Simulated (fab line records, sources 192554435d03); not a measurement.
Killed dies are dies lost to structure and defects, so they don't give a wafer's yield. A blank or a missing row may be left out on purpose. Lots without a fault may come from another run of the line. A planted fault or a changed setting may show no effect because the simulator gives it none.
Which tool did it? | flow n5_finfet | 11 lots, 33 wafers sampled, at 1 step of a route of 1938

WHAT THE GAUGES READ, wafer by wafer
N5_BEOL_M8_OCD_MEAS_38.
lot  | measured     | on     | trench_depth_nm (nm)
L077 | day 10 08:26 | ocd-02 | 92.5 96.2 96.5
L079 | day 10 18:36 | ocd-02 | 96.5 93.1 93.4
L081 | day 12 05:52 | ocd-01 | 95.0 94.6 94.3
L083 | day 12 10:22 | ocd-02 | 91.1 89.4 94.4
L084 | day 12 12:23 | ocd-02 | 96.6 94.5 93.7
L086 | day 13 03:36 | ocd-02 | 91.8 93.7 94.0
L087 | day 14 06:50 | ocd-02 | 95.3 96.4 95.7
L089 | day 14 13:22 | ocd-02 | 95.6 95.2 93.3
L094 | day 16 03:36 | ocd-01 | 94.1 94.9 91.4
L093 | day 16 10:34 | ocd-01 | 94.8 95.2 92.0
L095 | day 16 21:26 | ocd-02 | 93.9 94.8 92.7

WHICH TOOL RAN EACH LOT (tool, then ch and the chambers of the sampled wafers, then the start)
The record holds no process step before these readings.

THE ANSWER, worked out from the rows above alone
Rule: what is usual is taken from the lots themselves. Put in order of their means at a reading, lots are off if they are a third of the lots or fewer, leave a main group of 4 or more, and stand apart from it by a gap of 3 or more times the standard deviation of the main group's means; of several such gaps the widest counts. A main group whose means are all the same, to the digits that the tables above print for the reading, isn't used. A lot without any number at a reading at which 4 lots or more have one is off too. The other lots that the step has rows for count as sound.
No lot is off at any reading shown: from this, nothing can be told.

WHAT THE SIMULATOR HAD PUT IN
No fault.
